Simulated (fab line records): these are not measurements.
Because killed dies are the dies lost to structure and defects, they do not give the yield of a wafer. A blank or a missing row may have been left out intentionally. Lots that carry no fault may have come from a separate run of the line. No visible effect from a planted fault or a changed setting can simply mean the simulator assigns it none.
fab line records    flow nandHarc
record: lots: 24  wafers: 72  lastDay: 33
route steps=1302 shown A_DECK1_JOINT@542 A_ONON_D2@550 A_CHANNEL_HOLE_D2@597
lots with no fault: from the same line, run without faults
startH: hours from the record's opening day to when the first of the lot's shown wafers began    waitH: time in hours since the lot's previous step    " repeats the value in the row above    L1.1+2: several wafers, shown together as one row    - no value present, or no start provided    * or withheld: withheld    < > ~ a bound
route shown NAME@n: a module of which the file shows steps, and the number in the route of the first    usual: average and standard deviation across the fault-free wafers    same: alike in all rows    chamber/n: place in a boat    sites: per-site readings    _std_site: the standard deviation of these    _edge_site: the outer-site mean with the inner-site mean subtracted    radiusMm: for every site, how far away it sits from the centre of the wafer    mask NAME#n: copy n    behind: tool/chamber where the wafer was last shaped    hold: cause of the lot's hold/its duration in hours/its outcome    device: whichever transistor did not switch (one of n, p or np)    end of line: the tests these same wafers got at the end of their route    for a step that has no rows: nothing shown but its recipe    killed: dies lost to structure and defects at the first sort, not the wafer's yield    map: a wafer's dies, marking killed ones x, the rest . and places with no die _
set.NAME: the setting that was run; set.NAME@STEP: the one run at that earlier step    model.NAME: the simulator's own value behind a step, which no gauge read
one table for each step of the route and one row for each wafer, over a sample of lots
services: when a tool's chamber went out of use (startH, in hours from the record's first day, below 0 if earlier), for how many hours, and the reason
== steps ==
step: NHARC_A_DECK1_JOINT_DEP_16
recipe: targetThkA: 450  tempC: 400  pressureTorr: 6.5  rfW: 900  teosFlowSccm: 161.4  flowSccm: 2650  targetThkNm: 45  gas: O2  material: SiO2
usual: heaterPowerW: 555/90  throttleValvePct: 15.9/0.59
lot.wafer  tool      chamber  startH  waitH  heaterPowerW  throttleValvePct
L075.2     pecvd-03  1        273.76  0.1    627           16.6
L075.3     "         2        "       "      555           14.7
L075.5     "         0        "       "      647           15.9
L074.1     pecvd-03  0        280.36  0.1    611           15.9
L074.5     "         1        "       "      475           16.3
L074.6     "         2        "       "      583           14.8
L077.3     pecvd-02  0        293.29  0.1    490           16.6
L077.1     "         2        "       "      492           15.0
L077.4     "         0        "       "      497           16.1
L076.2     pecvd-04  1        293.30  0.1    679           15.9
L076.6     "         1        "       "      685           16.4
L076.4     "         0        "       "      548           16.3
L078.1     pecvd-02  2        311.85  0.1    430           15.0
L078.2     "         1        "       "      476           16.0
L078.5     "         2        "       "      434           14.9
L079.2     pecvd-04  1        331.01  0.1    642           16.6
L079.1     "         0        "       "      467           16.5
L079.5     "         0        "       "      468           16.3
L081.2     pecvd-02  0        343.68  0.1    502           16.4
L081.4     "         2        "       "      536           15.0
L081.6     "         1        "       "      444           15.8
L082.1     pecvd-04  2        345.12  0.1    682           16.2
L082.2     "         1        "       "      561           16.3
L082.5     "         1        "       "      565           16.6
L080.3     pecvd-02  2        345.14  0.1    459           14.8
L080.2     "         0        "       "      544           16.6
L080.5     "         1        "       "      380           16.1
L084.3     pecvd-02  2        366.63  0.1    413           14.9
L084.5     "         0        "       "      547           16.3
L084.4     "         1        "       "      358           15.9
L085.2     pecvd-04  0        366.65  0.1    463           16.6
L085.6     "         0        "       "      466           16.6
L085.4     "         2        "       "      709           16.0
L083.2     pecvd-02  1        366.83  0.3    354           16.1
L083.4     "         0        "       "      563           16.7
L083.6     "         2        "       "      530           15.2
L086.3     pecvd-03  1        400.06  0.1    541           15.8
L086.6     "         0        "       "      540           15.2
L086.5     "         1        "       "      552           15.7
L088.1     pecvd-04  0        413.97  0.1    462           16.3
L088.5     "         1        "       "      682           16.8
L088.6     "         0        "       "      472           16.5
L087.3     pecvd-03  2        420.87  0.1    577           15.0
L087.2     "         0        "       "      604           15.7
L087.4     "         1        "       "      625           16.1
L089.3     pecvd-02  1        429.47  0.1    426           15.7
L089.5     "         0        "       "      514           16.5
L089.4     "         1        "       "      430           16.1
L090.3     pecvd-04  1        438.26  0.1    700           16.9
L090.2     "         2        "       "      628           15.9
L090.4     "         0        "       "      479           16.6
L092.3     pecvd-03  0        451.43  0.1    551           15.7
L092.1     "         1        "       "      613           15.9
L092.6     "         2        "       "      538           15.2
L091.2     pecvd-02  2        451.44  0.1    513           15.2
L091.4     "         1        "       "      482           15.8
L091.6     "         0        "       "      622           16.4
L093.2     pecvd-03  0        457.19  0.3    488           15.4
L093.1     "         1        "       "      595           16.0
L093.4     "         1        "       "      573           15.9
L094.1     pecvd-04  2        485.32  0.1    687           15.6
L094.2     "         0        "       "      546           16.5
L094.6     "         0        "       "      562           16.8
L095.3     pecvd-04  2        485.49  0.3    702           15.7
L095.4     "         2        "       "      734           15.9
L095.6     "         0        "       "      567           16.7
L096.3     pecvd-02  2        496.82  0.1    563           15.2
L096.5     "         1        "       "      468           16.1
L096.4     "         2        "       "      569           15.1
L097.3     pecvd-02  1        513.46  0.1    442           16.2
L097.5     "         2        "       "      531           15.3
L097.4     "         0        "       "      585           16.5
step: NHARC_A_ONON_D2_THK_MEAS_08
recipe: thkMeasGauge: ellipsometry
usual: thkNm: 998/10
lot.wafer  tool          chamber  startH  waitH  thkNm
L075.2     filmMetro-02  -        275.77  -      1006
L075.3     "             -        "       "      1006
L075.5     "             -        "       "      1006
L074.1     filmMetro-01  -        282.41  -      1007
L074.5     "             -        "       "      1005
L074.6     "             -        "       "      1008
L077.1     filmMetro-02  -        295.31  -      998
L077.3     "             -        "       "      997
L077.4     "             -        "       "      1001
L076.2     filmMetro-02  -        295.32  -      982
L076.4     "             -        "       "      983
L076.6     "             -        "       "      980
L078.1     filmMetro-01  -        313.87  -      1007
L078.2     "             -        "       "      1009
L078.5     "             -        "       "      1008
L079.1     filmMetro-02  -        333.03  -      980
L079.2     "             -        "       "      983
L079.5     "             -        "       "      982
L081.2     filmMetro-02  -        345.69  -      985
L081.4     "             -        "       "      985
L081.6     "             -        "       "      987
L080.2     filmMetro-02  -        347.13  -      1003
L080.3     "             -        "       "      1003
L080.5     "             -        "       "      1001
L082.1     filmMetro-01  -        347.23  -      1002
L082.2     "             -        "       "      1001
L082.5     "             -        "       "      1001
L084.3     filmMetro-01  -        368.65  -      996
L084.4     "             -        "       "      996
L084.5     "             -        "       "      996
L085.2     filmMetro-01  -        368.79  -      984
L085.4     "             -        "       "      983
L085.6     "             -        "       "      982
L083.2     filmMetro-02  -        369.00  -      986
L083.4     "             -        "       "      986
L083.6     "             -        "       "      986
L086.3     filmMetro-01  -        402.03  -      995
L086.5     "             -        "       "      995
L086.6     "             -        "       "      995
L088.1     filmMetro-02  -        416.04  -      999
L088.5     "             -        "       "      1000
L088.6     "             -        "       "      1003
L087.2     filmMetro-02  -        422.87  -      1001
L087.3     "             -        "       "      999
L087.4     "             -        "       "      1001
L089.3     filmMetro-02  -        431.44  -      1000
L089.4     "             -        "       "      1001
L089.5     "             -        "       "      1000
L090.2     filmMetro-01  -        440.29  -      995
L090.3     "             -        "       "      997
L090.4     "             -        "       "      997
L092.1     filmMetro-01  -        453.43  -      1008
L092.3     "             -        "       "      1009
L092.6     "             -        "       "      1006
L091.2     filmMetro-02  -        453.45  -      1012
L091.4     "             -        "       "      1011
L091.6     "             -        "       "      1010
L093.1     filmMetro-02  -        459.21  -      999
L093.2     "             -        "       "      998
L093.4     "             -        "       "      997
L094.1     filmMetro-01  -        487.30  -      997
L094.2     "             -        "       "      999
L094.6     "             -        "       "      999
L095.3     filmMetro-02  -        487.48  -      1010
L095.4     "             -        "       "      1012
L095.6     "             -        "       "      1012
L096.3     filmMetro-02  -        498.82  -      981
L096.4     "             -        "       "      982
L096.5     "             -        "       "      983
L097.3     filmMetro-01  -        515.48  -      1015
L097.4     "             -        "       "      1015
L097.5     "             -        "       "      1015
step: NHARC_A_ONON_D2_THK_MEAS_18
recipe: thkMeasGauge: ellipsometry
usual: thkNm: 1000/6.9
lot.wafer  tool          chamber  startH  waitH  thkNm
L075.2     filmMetro-01  -        284.62  -      1005
L075.3     "             -        "       "      1003
L075.5     "             -        "       "      1004
L074.1     filmMetro-01  -        291.73  -      991
L074.5     "             -        "       "      991
L074.6     "             -        "       "      992
L076.2     filmMetro-02  -        304.21  -      1004
L076.4     "             -        "       "      1003
L076.6     "             -        "       "      1005
L077.1     filmMetro-01  -        304.21  -      1003
L077.3     "             -        "       "      1005
L077.4     "             -        "       "      1003
L078.1     filmMetro-02  -        323.20  -      996
L078.2     "             -        "       "      995
L078.5     "             -        "       "      996
L079.1     filmMetro-01  -        343.26  -      1010
L079.2     "             -        "       "      1011
L079.5     "             -        "       "      1011
L080.2     filmMetro-02  -        354.50  -      1009
L080.3     "             -        "       "      1008
L080.5     "             -        "       "      1009
L082.1     filmMetro-02  -        354.51  -      990
L082.2     "             -        "       "      994
L082.5     "             -        "       "      991
L081.2     filmMetro-02  -        354.51  -      1008
L081.4     "             -        "       "      1009
L081.6     "             -        "       "      1009
L085.2     filmMetro-01  -        377.13  -      1005
L085.4     "             -        "       "      1007
L085.6     "             -        "       "      1007
L083.2     filmMetro-01  -        377.15  -      996
L083.4     "             -        "       "      996
L083.6     "             -        "       "      996
L084.3     filmMetro-01  -        377.48  -      1013
L084.4     "             -        "       "      1013
L084.5     "             -        "       "      1011
L086.3     filmMetro-02  -        410.93  -      994
L086.5     "             -        "       "      994
L086.6     "             -        "       "      995
L088.1     filmMetro-01  -        424.96  -      1002
L088.5     "             -        "       "      1001
L088.6     "             -        "       "      1001
L087.2     filmMetro-01  -        431.38  -      995
L087.3     "             -        "       "      995
L087.4     "             -        "       "      995
L089.3     filmMetro-02  -        440.34  -      999
L089.4     "             -        "       "      1000
L089.5     "             -        "       "      998
L090.2     filmMetro-01  -        449.16  -      998
L090.3     "             -        "       "      1001
L090.4     "             -        "       "      1000
L091.2     filmMetro-02  -        462.54  -      985
L091.4     "             -        "       "      986
L091.6     "             -        "       "      986
L092.1     filmMetro-01  -        462.54  -      1001
L092.3     "             -        "       "      998
L092.6     "             -        "       "      998
L093.1     filmMetro-01  -        467.71  -      1005
L093.2     "             -        "       "      1006
L093.4     "             -        "       "      1005
L095.3     filmMetro-01  -        496.20  -      999
L095.4     "             -        "       "      996
L095.6     "             -        "       "      996
L094.1     filmMetro-02  -        496.20  -      1010
L094.2     "             -        "       "      1011
L094.6     "             -        "       "      1008
L096.3     filmMetro-02  -        508.20  -      997
L096.4     "             -        "       "      998
L096.5     "             -        "       "      998
L097.3     filmMetro-01  -        526.45  -      994
L097.4     "             -        "       "      994
L097.5     "             -        "       "      994
step: NHARC_A_ONON_D2_DEP_33
recipe: targetThkA: 2000  tempC: 400  pressureTorr: 6.5  rfW: 900  teosFlowSccm: 161.4  flowSccm: 2650  targetThkNm: 200  gas: O2  material: SiO2
usual: heaterPowerW: 590/110  throttleValvePct: 15.9/0.52
lot.wafer  tool      chamber  startH  waitH  heaterPowerW  throttleValvePct
L075.3     pecvd-04  2        286.95  0.1    758           15.8
L075.2     "         1        "       "      628           16.3
L075.5     "         2        "       "      749           15.8
L074.1     pecvd-01  1        294.11  0.1    664           15.6
L074.6     "         0        "       "      489           15.9
L074.5     "         1        "       "      696           15.5
L076.2     pecvd-02  2        306.59  0.1    508           14.9
L076.4     "         2        "       "      501           15.1
L076.6     "         0        "       "      553           16.6
L077.1     pecvd-04  0        306.59  0.1    531           16.5
L077.3     "         1        "       "      616           16.3
L077.4     "         1        "       "      610           16.5
L078.2     pecvd-02  1        325.53  0.1    447           15.9
L078.1     "         2        "       "      508           15.0
L078.5     "         2        "       "      489           14.6
L079.1     pecvd-04  1        345.58  0.1    666           16.4
L079.2     "         2        "       "      704           16.0
L079.5     "         1        "       "      674           16.5
L082.1     pecvd-01  0        356.82  0.1    423           15.9
L082.2     "         2        "       "      620           15.3
L082.5     "         0        "       "      440           15.8
L080.3     pecvd-02  0        356.85  0.1    491           16.7
L080.2     "         1        "       "      417           16.0
L080.5     "         0        "       "      496           16.8
L081.2     pecvd-01  2        357.09  0.3    574           15.4
L081.4     "         2        "       "      598           15.6
L081.6     "         1        "       "      748           15.5
L085.2     pecvd-04  0        379.50  0.1    458           16.3
L085.4     "         2        "       "      764           16.1
L085.6     "         1        "       "      636           16.7
L083.2     pecvd-02  2        379.70  0.1    509           15.1
L083.4     "         0        "       "      487           16.5
L083.6     "         1        "       "      354           16.2
L084.3     pecvd-01  1        379.86  0.1    689           15.3
L084.4     "         0        "       "      496           15.5
L084.5     "         2        "       "      603           15.4
L086.3     pecvd-01  2        413.35  0.1    722           15.3
L086.5     "         0        "       "      530           15.9
L086.6     "         1        "       "      741           15.5
L088.1     pecvd-04  2        427.37  0.1    643           16.0
L088.5     "         0        "       "      506           16.4
L088.6     "         1        "       "      673           16.5
L087.2     pecvd-01  1        433.75  0.1    796           15.5
L087.3     "         2        "       "      652           15.5
L087.4     "         2        "       "      667           15.4
L089.3     pecvd-02  1        442.76  0.1    404           15.9
L089.4     "         0        "       "      507           16.5
L089.5     "         1        "       "      417           15.5
L090.3     pecvd-01  1        451.49  0.1    667           15.7
L090.2     "         0        "       "      420           15.8
L090.4     "         2        "       "      636           15.8
L092.1     pecvd-01  0        464.89  0.1    536           16.0
L092.3     "         2        "       "      596           15.5
L092.6     "         1        "       "      809           15.7
L091.2     pecvd-02  2        464.93  0.1    472           15.2
L091.6     "         2        "       "      468           15.0
L091.4     "         0        "       "      626           16.7
L093.2     pecvd-04  1        470.31  0.3    705           16.1
L093.1     "         2        "       "      717           15.7
L093.4     "         1        "       "      733           15.6
L094.1     pecvd-04  2        498.52  0.1    700           15.8
L094.2     "         1        "       "      715           16.1
L094.6     "         2        "       "      711           15.8
L095.3     pecvd-04  0        498.83  0.2    592           16.7
L095.6     "         2        "       "      610           15.5
L095.4     "         1        "       "      586           15.9
L096.3     pecvd-02  1        510.52  0.1    501           16.0
L096.5     "         2        "       "      489           15.1
L096.4     "         0        "       "      569           16.9
L097.3     pecvd-04  1        528.79  0.1    759           16.2
L097.4     "         2        "       "      744           16.0
L097.5     "         0        "       "      590           16.7
step: NHARC_A_CHANNEL_HOLE_D2_ETCH_25
recipe: biasV: 5000  sourceW: withheld  pressureMtorr: 20  timeS: 1040.2  arFlowSccm: 375  c4f8FlowSccm: 93.8  o2FlowSccm: 31.2  tempC: -20  targetDepthA: 15000  chemistry: C4F8/O2/Ar
usual: drypumpMotorCurrentA: 5.38/0.24  showerheadPlenumPTorr: 3.63/0.14  throttleValvePct: 32.236/0.0085
lot.wafer  tool        chamber  startH  waitH  drypumpMotorCurrentA  rfHoursCounterH  showerheadPlenumPTorr  throttleValvePct
L075.2     harEtch-02  0        294.33  0.6    4.98                  354              3.73                   32.230
L075.3     "           1        "       "      5.72                  -                3.62                   32.238
L075.5     "           0        "       "      4.99                  -                3.73                   32.226
L074.1     harEtch-01  0        302.92  0.7    5.31                  159              3.49                   32.231
L074.5     "           1        "       "      5.47                  -                3.69                   32.234
L074.6     "           0        "       "      5.34                  -                3.49                   32.201
L076.2     harEtch-02  1        315.09  0.7    5.74                  366              3.61                   32.231
L076.4     "           1        "       "      5.73                  -                3.61                   32.244
L076.6     "           1        "       "      5.73                  -                3.61                   32.239
L077.1     harEtch-01  1        317.22  0.6    5.48                  163              3.69                   32.241
L077.4     "           1        "       "      5.47                  -                3.69                   32.244
L077.3     "           0        "       "      5.32                  -                3.49                   32.230
L078.2     harEtch-01  1        333.03  0.6    5.46                  174              3.68                   32.226
L078.1     "           0        "       "      5.32                  174              3.48                   32.225
L078.5     "           1        "       "      5.49                  -                3.68                   32.232
L079.2     harEtch-01  0        356.90  0.7    5.31                  185              3.48                   32.233
L079.1     "           1        "       "      5.47                  185              3.67                   32.235
L079.5     "           0        "       "      5.31                  -                3.48                   32.245
L082.1     harEtch-01  1        366.57  0.6    5.45                  193              3.67                   32.244
L082.2     "           0        "       "      5.28                  193              3.47                   32.245
L082.5     "           1        "       "      5.49                  -                3.67                   32.232
L080.2     harEtch-02  1        367.41  0.6    5.73                  400              3.59                   32.247
L080.3     "           0        "       "      4.96                  -                3.70                   32.226
L080.5     "           1        "       "      5.72                  -                3.59                   32.232
L081.2     harEtch-01  0        370.89  0.7    5.33                  197              3.47                   32.221
L081.4     "           1        "       "      5.47                  -                3.67                   32.234
L081.6     "           0        "       "      5.31                  -                3.47                   32.235
L085.2     harEtch-01  0        395.29  0.6    5.33                  216              3.46                   32.235
L085.4     "           1        "       "      5.48                  -                3.66                   32.241
L085.6     "           0        "       "      5.33                  -                3.46                   32.241
L083.2     harEtch-02  1        396.91  0.6    5.74                  3                3.93                   32.235
L083.4     "           0        "       "      4.97                  -                3.70                   32.233
L083.6     "           1        "       "      5.73                  -                3.93                   32.247
L084.4     harEtch-01  1        399.73  0.7    5.49                  -                3.66                   32.236
L084.3     "           0        "       "      5.31                  -                3.46                   32.246
L084.5     "           1        "       "      5.49                  -                3.66                   32.238
L086.3     harEtch-01  0        421.02  0.7    5.34                  -                3.45                   32.228
L086.6     "           1        "       "      5.47                  -                3.65                   32.244
L086.5     "           0        "       "      5.33                  -                3.45                   32.237
L088.1     harEtch-01  1        434.88  0.7    5.46                  236              3.65                   32.239
L088.6     "           0        "       "      5.34                  -                3.45                   32.234
L088.5     "           1        "       "      5.49                  -                3.65                   32.246
L087.2     harEtch-01  0        444.98  0.6    5.29                  243              3.45                   32.242
L087.4     "           0        "       "      5.32                  -                3.45                   32.252
L087.3     "           1        "       "      5.47                  -                3.64                   32.234
L089.3     harEtch-02  0        450.29  0.7    5.00                  -                3.69                   32.227
L089.4     "           1        "       "      5.72                  -                3.91                   32.237
L089.5     "           1        "       "      5.73                  -                3.91                   32.237
L090.2     harEtch-02  1        459.11  0.7    5.73                  33               3.91                   32.224
L090.4     "           0        "       "      4.98                  -                3.68                   32.237
L090.3     "           1        "       "      5.72                  -                3.91                   32.252
L091.2     harEtch-01  1        477.26  0.7    5.49                  262              3.63                   32.223
L091.4     "           0        "       "      5.34                  -                3.44                   32.235
L091.6     "           1        "       "      5.47                  -                3.63                   32.239
L092.1     harEtch-02  0        480.95  0.7    4.97                  48               3.68                   32.246
L092.3     "           1        "       "      5.71                  -                3.90                   32.238
L092.6     "           0        "       "      4.97                  -                3.68                   32.240
L093.2     harEtch-01  1        481.32  0.6    5.48                  266              3.63                   32.229
L093.1     "           0        "       "      5.31                  266              3.43                   32.230
L093.4     "           0        "       "      5.31                  -                3.43                   32.230
L094.1     harEtch-02  0        505.93  0.6    4.95                  60               3.67                   32.236
L094.2     "           1        "       "      5.73                  60               3.89                   32.214
L094.6     "           1        "       "      5.73                  -                3.89                   32.238
L095.4     harEtch-01  1        506.59  0.7    5.49                  -                3.62                   32.235
L095.3     "           0        "       "      5.32                  -                3.43                   32.235
L095.6     "           1        "       "      5.51                  -                3.62                   32.242
L096.4     harEtch-01  1        525.67  0.7    5.49                  -                3.62                   32.230
L096.3     "           0        "       "      5.31                  -                3.42                   32.242
L096.5     "           1        "       "      5.47                  -                3.62                   32.233
L097.3     harEtch-02  1        539.23  0.7    5.75                  -                3.88                   32.230
L097.4     "           0        "       "      4.99                  -                3.66                   32.232
L097.5     "           1        "       "      5.75                  -                3.88                   32.245
step: NHARC_A_CHANNEL_HOLE_D2_ETCH_27
recipe: biasV: 400  sourceW: 2000  pressureMtorr: 25  timeS: 90  arFlowSccm: 375  c4f8FlowSccm: 41.7  o2FlowSccm: 83.3  tempC: -20  targetDepthA: 4000  chemistry: C4F8/O2/Ar
usual: drypumpMotorCurrentA: 5.38/0.24  showerheadPlenumPTorr: 3.67/0.15  throttleValvePct: 27.619/0.0089
lot.wafer  tool        chamber  startH  waitH  drypumpMotorCurrentA  rfHoursCounterH  showerheadPlenumPTorr  throttleValvePct
L075.2     harEtch-02  0        295.41  0.2    4.96                  355              3.77                   27.623
L075.3     "           1        "       "      5.73                  -                3.66                   27.606
L075.5     "           0        "       "      4.96                  -                3.77                   27.628
L074.1     harEtch-01  0        303.88  0.2    5.32                  160              3.53                   27.619
L074.5     "           1        "       "      5.49                  -                3.73                   27.612
L074.6     "           0        "       "      5.34                  -                3.53                   27.617
L076.2     harEtch-02  1        316.05  0.2    5.72                  367              3.65                   27.607
L076.4     "           1        "       "      5.73                  -                3.65                   27.612
L076.6     "           1        "       "      5.73                  -                3.65                   27.626
L077.1     harEtch-01  1        318.29  0.2    5.46                  164              3.73                   27.626
L077.4     "           1        "       "      5.47                  -                3.73                   27.626
L077.3     "           0        "       "      5.32                  -                3.52                   27.622
L078.2     harEtch-01  1        334.10  0.2    5.49                  175              3.72                   27.632
L078.1     "           0        "       "      5.32                  175              3.52                   27.611
L078.5     "           1        "       "      5.51                  -                3.72                   27.624
L079.2     harEtch-01  0        357.97  0.2    5.35                  186              3.51                   27.619
L079.1     "           1        "       "      5.47                  186              3.72                   27.619
L079.5     "           0        "       "      5.31                  -                3.51                   27.622
L082.1     harEtch-01  1        367.64  0.2    5.51                  194              3.71                   27.618
L082.2     "           0        "       "      5.26                  194              3.51                   27.631
L082.5     "           1        "       "      5.47                  -                3.71                   27.627
L080.2     harEtch-02  1        368.50  0.2    5.73                  401              3.63                   27.622
L080.3     "           0        "       "      4.98                  -                3.75                   27.626
L080.5     "           1        "       "      5.73                  -                3.63                   27.611
L081.2     harEtch-01  0        371.84  0.2    5.33                  198              3.51                   27.607
L081.4     "           1        "       "      5.47                  -                3.71                   27.638
L081.6     "           0        "       "      5.32                  -                3.51                   27.621
L085.2     harEtch-01  0        396.35  0.2    5.33                  217              3.50                   27.625
L085.4     "           1        "       "      5.50                  -                3.70                   27.633
L085.6     "           0        "       "      5.32                  -                3.50                   27.624
L083.2     harEtch-02  1        397.99  0.2    5.73                  4                3.98                   27.626
L083.4     "           0        "       "      4.98                  -                3.74                   27.619
L083.6     "           1        "       "      5.73                  -                3.98                   27.632
L084.4     harEtch-01  1        400.59  0.2    5.49                  -                3.70                   27.595
L084.3     "           0        "       "      5.32                  -                3.49                   27.630
L084.5     "           1        "       "      5.47                  -                3.70                   27.616
L086.3     harEtch-01  0        421.75  0.2    5.38                  -                3.49                   27.629
L086.6     "           1        "       "      5.49                  -                3.69                   27.620
L086.5     "           0        "       "      5.29                  -                3.49                   27.622
L088.1     harEtch-01  1        435.86  0.2    5.49                  237              3.69                   27.622
L088.6     "           0        "       "      5.32                  -                3.48                   27.621
L088.5     "           1        "       "      5.49                  -                3.69                   27.610
L087.2     harEtch-01  0        446.06  0.2    5.31                  244              3.48                   27.620
L087.4     "           0        "       "      5.34                  -                3.48                   27.625
L087.3     "           1        "       "      5.49                  -                3.69                   27.617
L089.3     harEtch-02  0        451.15  0.2    4.98                  -                3.73                   27.617
L089.4     "           1        "       "      5.72                  -                3.96                   27.611
L089.5     "           1        "       "      5.73                  -                3.96                   27.611
L090.2     harEtch-02  1        460.08  0.2    5.73                  34               3.96                   27.616
L090.4     "           0        "       "      4.96                  -                3.73                   27.641
L090.3     "           1        "       "      5.73                  -                3.96                   27.627
L091.2     harEtch-01  1        478.23  0.2    5.49                  263              3.67                   27.595
L091.4     "           0        "       "      5.31                  -                3.47                   27.626
L091.6     "           1        "       "      5.49                  -                3.67                   27.633
L092.1     harEtch-02  0        481.90  0.2    4.98                  49               3.72                   27.613
L092.3     "           1        "       "      5.73                  -                3.95                   27.617
L092.6     "           0        "       "      5.00                  -                3.72                   27.615
L093.2     harEtch-01  1        482.40  0.2    5.47                  267              3.67                   27.619
L093.1     "           0        "       "      5.29                  267              3.47                   27.613
L093.4     "           0        "       "      5.33                  -                3.47                   27.608
L094.1     harEtch-02  0        507.00  0.2    5.01                  61               3.71                   27.625
L094.2     "           1        "       "      5.72                  61               3.94                   27.623
L094.6     "           1        "       "      5.73                  -                3.95                   27.612
L095.4     harEtch-01  1        507.44  0.2    5.47                  -                3.67                   27.604
L095.3     "           0        "       "      5.28                  -                3.46                   27.621
L095.6     "           1        "       "      5.44                  -                3.67                   27.613
L096.4     harEtch-01  1        526.52  0.2    5.47                  -                3.66                   27.623
L096.3     "           0        "       "      5.32                  -                3.46                   27.610
L096.5     "           1        "       "      5.48                  -                3.66                   27.618
L097.3     harEtch-02  1        540.07  0.2    5.73                  -                3.93                   27.616
L097.4     "           0        "       "      4.95                  -                3.70                   27.616
L097.5     "           1        "       "      5.74                  -                3.93                   27.612
== services ==
tool        chamber  startH  hours  kind
pecvd-04    -        262.38  0.4    repair
pecvd-01    -        268.25  1.7    repair
pecvd-04    -        269.29  13.0   pm
pecvd-04    0        269.29  13.0   ventCycle
pecvd-04    1        269.29  13.0   ventCycle
pecvd-04    2        269.29  13.0   ventCycle
pecvd-01    -        311.23  13.0   pm
pecvd-04    0        340.78  10.6   repair
pecvd-01    2        342.86  3.7    repair
pecvd-02    -        360.52  1.1    repair
pecvd-03    -        366.00  13.0   pm
harEtch-02  -        377.00  17.0   pm
harEtch-02  0        377.00  17.0   ventCycle
harEtch-02  1        377.00  17.0   ventCycle
harEtch-02  0        394.00  -      clean
harEtch-02  0        394.00  -      consumableReplace:focusRing
harEtch-02  1        394.00  -      clean
harEtch-02  1        394.00  -      consumableReplace:focusRing
harEtch-02  1        394.00  -      consumableReplace:showerhead
pecvd-02    -        408.26  13.0   pm
pecvd-04    2        412.79  2.5    repair
pecvd-03    2        425.05  5.2    repair
pecvd-04    -        450.29  13.0   pm
pecvd-01    -        492.40  13.0   pm
== key ==
fault none
